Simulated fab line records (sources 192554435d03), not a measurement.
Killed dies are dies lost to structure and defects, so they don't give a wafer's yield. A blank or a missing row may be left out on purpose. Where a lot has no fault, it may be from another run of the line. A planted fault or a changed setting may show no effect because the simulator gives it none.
Code-filled problem report in 8D (eight disciplines) form / flow n5 finfet / the parts of the form that need people (team, actions taken, sign-off) are left out

## 1. PROBLEM STATEMENT
spin speed rpm at N5_BEOL_M9_COAT_05 reads a mean of 1570.8 rpm on 8 wafers of 3 lots; wafers without a fault read 1500.2 rpm with a standard deviation of 1. That puts it +71 standard deviations away from the usual mean.
The step: resist thk 90 nm.
First observed at day 14 20:15: wafer L193.1, on litho track-05. The record holds 37 wafers of 13 lots with a number at this step. Rule for "out" (also "out of limits"): further than 4 standard deviations from the usual mean. The other wafers with a number count as sound.

## 2. WHAT THIS IS AND IS NOT
question=which readings at this step | is=spin speed rpm | is not=-
question=which lots | is=L193, L194, L195 | is not=L179, L180, L181, L185, L186, L187, L190, L197, L198, L199
question=which wafers of those lots | is=all that have a number | is not=-
question=read on which tools | is=litho track-05 | is not=litho track-02, litho track-04
question=when | is=from day 14 20:15 | is not=up to then (20 sound wafers); but 9 sound wafers of L197, L198, L199 came after

## 3. SUSPECTS, AND WHAT RULES EACH OUT
Counting: a tool stays on the suspect list if, at a process step up to the reading, it processed all lots that are out and no sound lot following the first of them.
- litho track-05 at N5_BEOL_M9_COAT_05 (resist thk 90 nm): kept. It ran every lot that is out, first L193 (day 14 20:15), and no sound lot after that; its last sound lot up to then is L186 (day 12 14:25). Its own spin speed rpm readings are out on those wafers.
Left after counting: litho track-05 at N5_BEOL_M9_COAT_05.

## 4. THE CAUSE (what the simulator had put in)
Process parameter drift: litho track-05, from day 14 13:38 on, at N5_BEOL_M9_COAT_05. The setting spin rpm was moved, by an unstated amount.
After counting, this tool was the only one left.

## 5. THE CHAIN OF EFFECTS, in route order
One row per reading whose mean, taken over the struck wafers that have a number, lies over 3 standard deviations from the usual. Readings are gone through only where the record gives a usual standard deviation; hours: the median, over the lots, of the time from a lot's start at the first step in this table giving one to that lot's start at this step; sigmas: the change measured in usual standard deviations.
hours=0; step=N5_BEOL_M9_COAT_05; reading=spin speed rpm; usual=1500.2 rpm; on struck wafers=1570.8; change=+70.6; sigmas=+71
Process steps it contains:
- N5_BEOL_M9_COAT_05: resist thk 90 nm.
At these later measuring or inspecting steps, every struck wafer for which the step has a row has a number for every such reading, and none has moved that far: N5_BEOL_M9_INSPECT_13.

## 6. HOW IT WOULD HAVE BEEN CAUGHT EARLIER
The fault began at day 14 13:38; the first out-of-limits reading in this record came at day 14 20:15, 7 hours later.
